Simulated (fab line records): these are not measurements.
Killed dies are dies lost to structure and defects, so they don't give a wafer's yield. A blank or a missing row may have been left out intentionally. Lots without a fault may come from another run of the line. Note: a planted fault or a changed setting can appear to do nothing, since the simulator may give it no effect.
A lot that was struck, set against a sound lot ; flow nand-harc ; 11 out of 1302 route steps
Sound: these wafers, L348.2, L348.4, L348.6. Struck: wafer L339.5 (left out: L339.1, a lot-mate that was not struck); the cause follows at the end.
Per side, at each step with rows, come the tool, then ch with its chambers, and then its first start. Under that, the readings that differ: sound wafers ; struck wafers ; difference of the means ; sigmas: that difference in standard deviations of wafers without a fault.
alike: readings with means less than 2 such deviations apart, plus words and numbers identical on both sides. not compared: withheld readings, readings lacking a value on some wafer, bounds such as >300 that could conceal the same value, and numbers that have no deviation in the record and whose values overlap.
The two part at a step that has a row with sigmas, a row that says differs or no value, or rows on one side only. Non-overlapping numbers with no deviation appear without sigmas and do not part them. A reading that every wafer of one side lacks parts them only if that side has two wafers or more.

NHARC_P_START_INSPECT_01:
  struck on defect-inspect-02, day 5 14:02; sound on defect-inspect-02, day 9 08:02
  alike: raw-defect-count
then, 7 steps without rows for these wafers: NHARC_P_ZERO_WELL_PRECLEAN_00 (cleans in SPM, time 600 s); NHARC_P_ZERO_WELL_SRD_01; NHARC_P_ZERO_WELL_PECVD_02 (deposits SiO2, target thk 10 nm); NHARC_P_ZERO_WELL_DEHYDRATE_03 (time 120 s); NHARC_P_ZERO_WELL_HMDS_04 (time 30 s); NHARC_P_ZERO_WELL_COAT_64 (time 65 s); NHARC_P_ZERO_WELL_COAT_05 (resist thk 600 nm).
NHARC_P_ZERO_WELL_SOFTBAKE_06: time 70 s.
  sound on litho-track-05 ch 0, day 9 08:00; struck on litho-track-05 ch 0, day 5 14:00
reading;sound;struck;difference;sigmas
heater-power-total-W (W);201.1 199.9 199.1;224.5;+24.5;+19
  alike: resist-line-temp-C
next, for these wafers, 1 step has no rows: NHARC_P_ZERO_WELL_EBR_07.
-- record jumps: 23 days between struck wafers' starts before vs after; left off in module P_ZERO_WELL, resumes in module END, first step shown is number 1302 of the route --
NHARC_END_SORT_01:
  at this point the record logs the struck wafers (prober-01 ch 0, day 28 20:38) and has no rows for the sound ones

WHERE THEY PART
At NHARC_P_ZERO_WELL_SOFTBAKE_06 first; at NHARC_END_SORT_01 last (within this record only).

WHY: what had been put in by the simulator
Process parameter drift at NHARC_P_ZERO_WELL_SOFTBAKE_06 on litho-track-05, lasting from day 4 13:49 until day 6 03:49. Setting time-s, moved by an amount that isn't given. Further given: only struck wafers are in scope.
